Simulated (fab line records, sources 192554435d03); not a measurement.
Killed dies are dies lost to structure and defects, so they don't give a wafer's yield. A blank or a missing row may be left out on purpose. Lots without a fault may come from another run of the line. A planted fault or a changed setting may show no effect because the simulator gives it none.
Chamber matching | flow n5_finfet | N5_STI_FIN_REVEAL_ALD_14 on ald_sin-04: 4 sister chambers
The step deposits Si3N4, target thk 3 nm. 8 wafers are shown with their chamber, then 7 later ones without.

WAFERS WITH THEIR CHAMBER
wafer  | chamber | heater_power_w (W)
L081.6 | 3       | 888
L082.3 | 0       | 921
L082.6 | 2       | 817
L085.3 | 1       | 840
L085.5 | 2       | 851
L085.6 | 3       | 910
L095.1 | 0       | 919
L095.2 | 1       | 841

WAFERS WITHOUT THEIR CHAMBER
wafer  | heater_power_w (W)
L095.3 | 911
L095.4 | 858
L095.5 | 925
L095.6 | 883
L097.1 | 838
L097.2 | 890
L097.4 | 888

WHICH CHAMBER EACH WENT THROUGH
wafer  | from the rows above          | in truth
L095.3 | can't be placed: 0 or 3      | 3
L095.4 | can't be placed: 1 or 2 or 3 | 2
L095.5 | can't be placed: 0 or 3      | 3
L095.6 | can't be placed: 3 or 0 or 1 | 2
L097.1 | can't be placed: 1 or 2      | 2
L097.2 | can't be placed: 3 or 0      | 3
L097.4 | can't be placed: 3 or 0      | 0
Placed correctly: 0 of 7. Can't be placed from these rows: 7 (the true chamber is among the candidates in 6). Placed wrongly: 0.
How it was worked out, from the rows above alone: a wafer's distance from a chamber is the root of the sum, over the readings, of the square of ((its reading less the chamber's mean) divided by the reading's scatter). The wafer belongs to the nearest chamber; if the next one is less than 2 further off, it can't be placed. A chamber's mean is the mean of its shown wafers. The scatter: the root of (the sum of the squares of (reading less its chamber's mean) over the shown wafers, divided by (wafers less chambers)).
